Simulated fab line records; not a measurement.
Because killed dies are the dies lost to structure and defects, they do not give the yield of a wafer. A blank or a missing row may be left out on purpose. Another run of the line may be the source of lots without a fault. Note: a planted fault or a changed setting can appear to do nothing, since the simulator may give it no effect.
The same fault as seen by 2 desks :: flow nand harc :: numbers are kept per desk, each desk with only its own; the story behind them comes last

THE METROLOGY DESK
Lot by lot, what the gauges showed, no matter which tool ran the lot: averages of those sampled wafers that carry a number. The brackets show how far a lot's mean lies from the usual mean; more than 4 standard deviations puts the lot out of limits, marked OUT.
Columns: A = overlay x nm at NHARC_A_CONTACT_OVL_MEAS_09, usual 0.3 nm; B = overlay y nm at NHARC_A_CONTACT_OVL_MEAS_09, usual -0.4 nm
lot: L688
first seen here: day 22 20:20
A: 0.7
B: -0.7

lot: L689
first seen here: day 23 12:38
A: -0.0
B: 0.2

lot: L690
first seen here: day 23 19:56
A: 0.7
B: 0.5

lot: L698
first seen here: day 28 02:37
A: -0.6
B: 0.0

lot: L699
first seen here: day 28 04:21
A: 0.5
B: 0.1

lot: L702
first seen here: day 28 14:25
A: 0.2
B: -0.4

lot: L700
first seen here: day 28 18:40
A: 0.1
B: -1.2

lot: L701
first seen here: day 28 22:16
A: -0.3
B: -0.2

lot: L703
first seen here: day 29 19:17
A: 0.0
B: -2.0

lot: L705
first seen here: day 30 00:46
A: -0.6
B: -0.3

lot: L704
first seen here: day 30 07:07
A: 0.6
B: -1.2

lot: L707
first seen here: day 32 15:05
A: 0.4
B: -1.7
This desk found nothing out of limits on any of the 12 lots.

THE TOOL OWNER'S DESK: litho track-01
Per lot that ran on this tool, the mean of the sampled wafers carrying a number, from the tool's own readings at NHARC_A_BLC_SOFTBAKE_05 (time 55 s). The brackets show how far a lot's mean lies from the usual mean; more than 4 standard deviations puts the lot out of limits, marked OUT.
Columns: A = exhaust pa at NHARC_A_BLC_SOFTBAKE_05, usual 44.9 Pa; B = heater power total W at NHARC_A_BLC_SOFTBAKE_05, usual 188.45 W; C = plate temp C at NHARC_A_BLC_SOFTBAKE_05, usual 105.02 C
lot: L688
first seen here: day 23 02:00
A: 43.2
B: 188.51
C: 104.96

lot: L689
first seen here: day 23 18:00
A: 45.7
B: 186.16 (-16) OUT
C: 105.00

lot: L690
first seen here: day 24 01:00
A: 45.0
B: 186.22 (-16) OUT
C: 105.02

lot: L698
first seen here: day 28 08:00
A: 45.8
B: 188.56
C: 105.02

lot: L700
first seen here: day 29 00:00
A: 44.5
B: 188.53
C: 104.99

lot: L701
first seen here: day 29 04:00
A: 45.5
B: 188.46
C: 104.97

lot: L703
first seen here: day 30 01:00
A: 46.0
B: 188.36
C: 105.12

lot: L704
first seen here: day 30 12:00
A: 43.5
B: 188.47
C: 105.02

lot: L707
first seen here: day 32 20:00
A: 44.2
B: 188.48
C: 105.06
Finding of this desk: L689, L690 out of limits; the first was L689 at day 23 18:00, on heater power total W at NHARC_A_BLC_SOFTBAKE_05. L688, L698, L700, L701, L703, L704, L707: within limits.

ALL TOGETHER
On L689, L690, at day 23 18:00, an alarm was possible from the tool owner's desk.
At the metrology desk, nothing out of limits was observed.
The metrology desk holds a record of L689, L690, inside its limits.
On litho track-01, each named lot ran NHARC_A_BLC_SOFTBAKE_05.

WHAT HAD BEEN PUT IN BY THE SIMULATOR
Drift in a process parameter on litho track-01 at NHARC_A_BLC_SOFTBAKE_05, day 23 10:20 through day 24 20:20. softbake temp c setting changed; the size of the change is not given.
Shown lots that were struck: L689, L690.
Each desk's first reading out of limits, in hours after the fault started: the tool owner's desk, 8.
